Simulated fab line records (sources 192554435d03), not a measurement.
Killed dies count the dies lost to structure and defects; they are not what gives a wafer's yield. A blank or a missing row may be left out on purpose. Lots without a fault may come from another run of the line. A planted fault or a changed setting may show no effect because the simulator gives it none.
Lot-split experiment :: flow n5Finfet :: on a route of 1938 steps: 7 lots, 21 wafers read

ON THE SPLIT
At N5_DUMMY_GATE_COAT_34 (time 60 s, resist thk 60 nm), the setting spinRpm was moved away from the recipe's 1500 rpm on 7 of the 21 wafers read, by +3.9% to +5.5%. This setting was run at the recipe's value on the other wafers.

FROM THE SPLIT TO THE READING: what the file shows between them, 9 steps
- N5_DUMMY_GATE_COAT_35: time 60 s, resist thk 10 nm (also split here: spinRpm)
- N5_DUMMY_GATE_COAT_28: time 60 s, resist thk 10 nm
- N5_DUMMY_GATE_COAT_09: resist thk 30 nm
- N5_DUMMY_GATE_ETCH_29: etches underlayer in N2/H2, target depth 13 nm
- N5_DUMMY_GATE_ETCH_36: etches SiARC in CF4, target depth 13 nm
- N5_DUMMY_GATE_ETCH_37: etches SOC in N2/H2, target depth 60 nm, overetch 30 nm
- N5_DUMMY_GATE_STRIP_38: strips in N2/H2
- N5_DUMMY_GATE_STRIP_39: strips in N2/H2
- N5_DUMMY_GATE_STRIP_40: strips in CF4

THE READING
SOC_of_DUMMY_GATE_COAT_34.thkNm (the simulator's own value, which no gauge read), in nm, at N5_DUMMY_GATE_ETCH_31 (etches SiO2 in C4F6/O2, target depth 82.5 nm, time 27.5 s). No usual value for it is given in the file. Average 51.8 nm, standard deviation 0.21 nm, over the 14 wafers here run with the recipe.

wafer: L083.1
tool, chamber at the split: lithoTrack-05, 0
spinRpm as run, rpm: 1576
against the recipe: +5.1%
SOC_of_DUMMY_GATE_COAT_34.thkNm, nm: 50.6
against lot-mates on the recipe: no lot-mate on the recipe

wafer: L083.3
tool, chamber at the split: lithoTrack-05, 0
spinRpm as run, rpm: 1576
against the recipe: +5.1%
SOC_of_DUMMY_GATE_COAT_34.thkNm, nm: 50.2
against lot-mates on the recipe: no lot-mate on the recipe

wafer: L083.4
tool, chamber at the split: lithoTrack-05, 0
spinRpm as run, rpm: 1576
against the recipe: +5.1%
SOC_of_DUMMY_GATE_COAT_34.thkNm, nm: 50.4
against lot-mates on the recipe: no lot-mate on the recipe

wafer: L085.2
tool, chamber at the split: lithoTrack-04, 0
spinRpm as run, rpm: 1500
against the recipe: recipe
SOC_of_DUMMY_GATE_COAT_34.thkNm, nm: 51.6
against lot-mates on the recipe: -

wafer: L085.3
tool, chamber at the split: lithoTrack-04, 0
spinRpm as run, rpm: 1582
against the recipe: +5.5%
SOC_of_DUMMY_GATE_COAT_34.thkNm, nm: 50.4
against lot-mates on the recipe: -1.2

wafer: L085.6
tool, chamber at the split: lithoTrack-04, 0
spinRpm as run, rpm: 1582
against the recipe: +5.5%
SOC_of_DUMMY_GATE_COAT_34.thkNm, nm: 50.4
against lot-mates on the recipe: -1.2

wafer: L089.4
tool, chamber at the split: lithoTrack-03, 0
spinRpm as run, rpm: 1500
against the recipe: recipe
SOC_of_DUMMY_GATE_COAT_34.thkNm, nm: 52
against lot-mates on the recipe: -

wafer: L089.5
tool, chamber at the split: lithoTrack-03, 0
spinRpm as run, rpm: 1500
against the recipe: recipe
SOC_of_DUMMY_GATE_COAT_34.thkNm, nm: 52.4
against lot-mates on the recipe: -

wafer: L089.6
tool, chamber at the split: lithoTrack-03, 0
spinRpm as run, rpm: 1558
against the recipe: +3.9%
SOC_of_DUMMY_GATE_COAT_34.thkNm, nm: 50.6
against lot-mates on the recipe: -1.6

wafer: L090.1
tool, chamber at the split: lithoTrack-03, 0
spinRpm as run, rpm: 1500
against the recipe: recipe
SOC_of_DUMMY_GATE_COAT_34.thkNm, nm: 51.8
against lot-mates on the recipe: -

wafer: L090.2
tool, chamber at the split: lithoTrack-03, 0
spinRpm as run, rpm: 1500
against the recipe: recipe
SOC_of_DUMMY_GATE_COAT_34.thkNm, nm: 51.8
against lot-mates on the recipe: -

wafer: L090.5
tool, chamber at the split: lithoTrack-03, 0
spinRpm as run, rpm: 1500
against the recipe: recipe
SOC_of_DUMMY_GATE_COAT_34.thkNm, nm: 51.6
against lot-mates on the recipe: -

wafer: L092.1
tool, chamber at the split: lithoTrack-04, 0
spinRpm as run, rpm: 1500
against the recipe: recipe
SOC_of_DUMMY_GATE_COAT_34.thkNm, nm: 51.8
against lot-mates on the recipe: -

wafer: L092.2
tool, chamber at the split: lithoTrack-04, 0
spinRpm as run, rpm: 1500
against the recipe: recipe
SOC_of_DUMMY_GATE_COAT_34.thkNm, nm: 52
against lot-mates on the recipe: -

wafer: L092.5
tool, chamber at the split: lithoTrack-04, 0
spinRpm as run, rpm: 1500
against the recipe: recipe
SOC_of_DUMMY_GATE_COAT_34.thkNm, nm: 52
against lot-mates on the recipe: -

wafer: L094.1
tool, chamber at the split: lithoTrack-04, 0
spinRpm as run, rpm: 1500
against the recipe: recipe
SOC_of_DUMMY_GATE_COAT_34.thkNm, nm: 51.8
against lot-mates on the recipe: -

wafer: L094.4
tool, chamber at the split: lithoTrack-04, 0
spinRpm as run, rpm: 1574
against the recipe: +4.9%
SOC_of_DUMMY_GATE_COAT_34.thkNm, nm: 50.6
against lot-mates on the recipe: -1.1

wafer: L094.5
tool, chamber at the split: lithoTrack-04, 0
spinRpm as run, rpm: 1500
against the recipe: recipe
SOC_of_DUMMY_GATE_COAT_34.thkNm, nm: 51.6
against lot-mates on the recipe: -

wafer: L095.2
tool, chamber at the split: lithoTrack-04, 0
spinRpm as run, rpm: 1500
against the recipe: recipe
SOC_of_DUMMY_GATE_COAT_34.thkNm, nm: 51.6
against lot-mates on the recipe: -

wafer: L095.4
tool, chamber at the split: lithoTrack-04, 0
spinRpm as run, rpm: 1500
against the recipe: recipe
SOC_of_DUMMY_GATE_COAT_34.thkNm, nm: 51.8
against lot-mates on the recipe: -

wafer: L095.6
tool, chamber at the split: lithoTrack-04, 0
spinRpm as run, rpm: 1500
against the recipe: recipe
SOC_of_DUMMY_GATE_COAT_34.thkNm, nm: 51.8
against lot-mates on the recipe: -

FIT RESULTS
A straight line over all 21 wafers: SOC_of_DUMMY_GATE_COAT_34.thkNm changes by -0.273 nm for each +1% of spinRpm; r = -0.96; the points scatter about the line by 0.2 nm.
The same after taking each lot's own level away (the mean of its wafers on the recipe; 18 wafers): -0.247 nm for each +1%; r = -0.94; scatter 0.2 nm.
Per that fit: largest spinRpm move, reading shift of 1.4 nm.
Measured against the standard deviation above, the lots' own levels, which go from 51.60 to 52.20 nm, span 2.8 times it.
So the slope is not independent of the lot-to-lot level: the two fits are not the same.
Check: for one of the wafers moved furthest among these (+5.5%), held out of the fit, the line's prediction against its lot-mates is -1.43 nm. Against them it came out at -1.2 nm.

OTHER SPLITS ON THESE WAFERS
Note: prior to the reading, these wafers also went through further splits. Each is held against what the fit with the lots' levels taken away leaves over:
other split on the same wafers: N5_FIN_SAQP_HM_DEP_72 timeS
wafers away from the commonest value: 5
r with SOC_of_DUMMY_GATE_COAT_34.thkNm (lot level and that fit taken away): -0.12

other split on the same wafers: N5_DUMMY_GATE_COAT_35 spinRpm
wafers away from the commonest value: 11
r with SOC_of_DUMMY_GATE_COAT_34.thkNm (lot level and that fit taken away): -0.46

THE WHOLE CHAIN: every reading that the file lists as answering this split, in the file's order
step: N5_DUMMY_GATE_COAT_34
what it does: time 60 s, resist thk 60 nm
reading: SOC_of_DUMMY_GATE_COAT_34.thkNm (the simulator's own value, which no gauge read)
change (the file's fit): -0.304 nm for each +1% of the setting
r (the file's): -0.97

step: N5_DUMMY_GATE_ETCH_37
what it does: etches SOC in N2/H2, target depth 60 nm, overetch 30 nm
reading: etch.depthNm (the simulator's own value, which no gauge read)
change (the file's fit): -0.291 nm for each +1% of the setting
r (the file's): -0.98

step: N5_DUMMY_GATE_ETCH_31
what it does: etches SiO2 in C4F6/O2, target depth 82.5 nm, time 27.5 s
reading: SOC_of_DUMMY_GATE_COAT_34.thkNm (the simulator's own value, which no gauge read)
change (the file's fit): -0.263 nm for each +1% of the setting
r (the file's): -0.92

THE FILE'S OWN FIT
SOC_of_DUMMY_GATE_COAT_34.thkNm changes by -0.263 nm for each +1% of spinRpm, r = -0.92.
